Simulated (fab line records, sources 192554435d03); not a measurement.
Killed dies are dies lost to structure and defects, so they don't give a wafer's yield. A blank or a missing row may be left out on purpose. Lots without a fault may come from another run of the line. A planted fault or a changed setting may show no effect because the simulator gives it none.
A struck lot beside a sound one | flow n5_finfet | 37 steps out of a route of 1938
Sound: wafers L186.1, L186.2, L186.3. Struck: wafers L171.2, L171.3, L171.5. The cause comes at the end.
At each step with rows: each side's tool, then ch and its chambers, then its first start. Under that, the readings that differ: sound wafers | struck wafers | difference of the means | sigmas: that difference in standard deviations of wafers without a fault.
alike: readings whose means differ by less than 2 such deviations, and words and numbers that are the same on both sides. not compared: withheld readings, readings that some wafer has no value for, bounds like >300 that may hide the same value, and numbers for which the record gives no deviation and whose values overlap.
The two part at a step that has a row with sigmas, a row that says differs or no value, or rows on one side only. Numbers that don't overlap but have no deviation are shown without sigmas and don't part them. A reading that every wafer of one side lacks parts them only if that side has two wafers or more.

first, 9 steps without rows for these wafers: N5_BEOL_M4_ANNEAL_95 (time 240 s); N5_BEOL_M4_SPUTTER_96 (material Cu, target thk 4.5 nm, time 8.29 s); N5_BEOL_M4_ECD_50 (material Cu, target thk 300 nm); N5_BEOL_M4_ANNEAL_51 (time 90 s); N5_BEOL_M4_CMP_52 (polishes, stops on SiOC, t overpolish 6.8 s, target thk 40 nm); N5_BEOL_M4_PRE_CLEAN_60 (time 15 s); N5_BEOL_M4_CO_CAP_55 (material Co, precursor CCTBA/H2, target thk 2 nm, time 102.1 s); N5_BEOL_M4_PRE_CLEAN_56 (time 15 s); N5_BEOL_M4_DEP_57 (deposits SiCN from 3MS/NH3, target thk 8 nm, time 14 s).
N5_BEOL_M4_RC_MEAS_101:
  sound on prober-02 ch 0, day 12 19:04; struck on prober-02 ch 0, day 8 20:24
  alike: DIBL_N, DIBL_P, IOFF_N, IOFF_P, ION_N, ION_P, SS_N, SS_P, VT_N, VT_P
then, 24 steps without rows for these wafers: N5_BEOL_M5_ILD_DEP_00 (deposits SiCOH lowk from DEMS/porogen, target thk 140.64 nm, time 25.9 s); N5_BEOL_M5_CURE_79 (cures SiCOH lowk, time 240 s); N5_BEOL_M5_PECVD_70 (deposits SiO2 from TEOS/O2, target thk 16 nm, time 18 s); N5_BEOL_M5_HM_DEP_02 (deposits TiN, target thk 20 nm); N5_BEOL_M5_COAT_59 (time 60 s, resist thk 60 nm); N5_BEOL_M5_COAT_60 (time 60 s, resist thk 12 nm); N5_BEOL_M5_COAT_71 (time 60 s, resist thk 5 nm); N5_BEOL_M5_COAT_05 (resist thk 30 nm); N5_BEOL_M5_EBR_07; N5_BEOL_M5_SOFTBAKE_06 (time 60 s); N5_BEOL_M5_EXPOSE_08 (exposes mask M5, target cd 28 nm); N5_BEOL_M5_PEB_09 (peb time 60 s); N5_BEOL_M5_DEVELOP_10 (develop time 30 s); N5_BEOL_M5_DESCUM_16 (chemistry O2, time 7 s); N5_BEOL_M5_ETCH_72 (etches underlayer in N2/H2, target depth 6.5 nm, time 5.2 s); N5_BEOL_M5_ETCH_61 (etches SiARC in CF4, target depth 15.6 nm, time 26 s); N5_BEOL_M5_ETCH_62 (etches SOC in N2/H2, target depth 75 nm, overetch 15 nm, time 112.5 s); N5_BEOL_M5_STRIP_63 (strips in N2/H2); N5_BEOL_M5_STRIP_73 (strips in N2/H2); N5_BEOL_M5_STRIP_64 (strips in CF4); N5_BEOL_M5_HM_OPEN_17 (chemistry Cl2/BCl3, target TiN, target depth 20 nm, overetch 6 nm); N5_BEOL_M5_STRIP_19 (strips in O2); N5_BEOL_M5_COAT_65 (time 60 s, resist thk 60 nm); N5_BEOL_M5_COAT_66 (time 60 s, resist thk 12 nm).
-- the record jumps here: 2 days lie between the struck wafers' starts before and after (it left off in module BEOL_M5 and takes up again in module BEOL_M9, whose first step shown is number 1461 of the route) --
N5_BEOL_M9_SPUTTER_48: material Cu, target thk 12 nm, time 2 s.
  sound on pvd_sputter-03, day 14 14:06; struck on pvd_sputter-03, day 10 22:52
  no value came back on the struck wafers for any of 5 readings (bias_v (V), cathode_dc_power_W (W) and others); on the sound wafers bias_v (V) reads 61.1 59.0 59.9
N5_BEOL_M9_CMP_52: polishes, stops on SiCOH lowk, t overpolish 7 s, target thk 140 nm.
  sound on cmp-03 ch 0,2,3, day 14 14:48; struck on cmp-02 ch 0,1,2, day 10 23:25
  reading                | sound    | struck | difference | sigmas
  time_to_endpoint_s (s) | 66 65 71 | 2 6 0  | -65        | -17
  alike: clearing_platen_rpm, edge_zone_pressure_frac, motor_current_A
-- the record jumps here: 2 days lie between the struck wafers' starts before and after (it left off in module BEOL_M9 and takes up again in module PASSIVATION, whose first step shown is number 1936 of the route) --
N5_PASSIVATION_PROBE_49:
  sound on prober-01, day 16 21:09; struck on prober-01, day 13 02:18
  reading                  | sound | struck         | difference | sigmas
  defect_limited_yield (%) | 90.2  | 0 0 0          | -90        | -60
  killed_at_M0_to_M3       | 44    | 19 14 18       | -27        | -3
  killed_at_M4_up          | 4     | 1099 1118 1088 | +1098      | +99 or more
  killed_at_contacts       | 2     | 17 23 18       | +17        | +3
  killed_at_other          | 9     | 5 0 3          | -6         | -2
  killed_dies              | 116   | 1180 1180 1180 | +1064      | +59
  killed_on_rim            | 16    | 152 152 152    | +136       | +33
  killed_short             | 46    | 27 25 28       | -19        | -2
  sort_bin_5_function (%)  | 5.6   | 95.4 96.7 95.9 | +90.4      | +82
  sort_n_pass              | 1064  | 0 0 0          | -1064      | -59
  sort_yield_pct (%)       | 90.2  | 0 0 0          | -90        | -60
  alike: killed_at_front_end, killed_open, sort_bin_6_memory

WHERE THEY PART
First at N5_BEOL_M9_SPUTTER_48; last, within this record, at N5_PASSIVATION_PROBE_49.

WHY: what the simulator had put in
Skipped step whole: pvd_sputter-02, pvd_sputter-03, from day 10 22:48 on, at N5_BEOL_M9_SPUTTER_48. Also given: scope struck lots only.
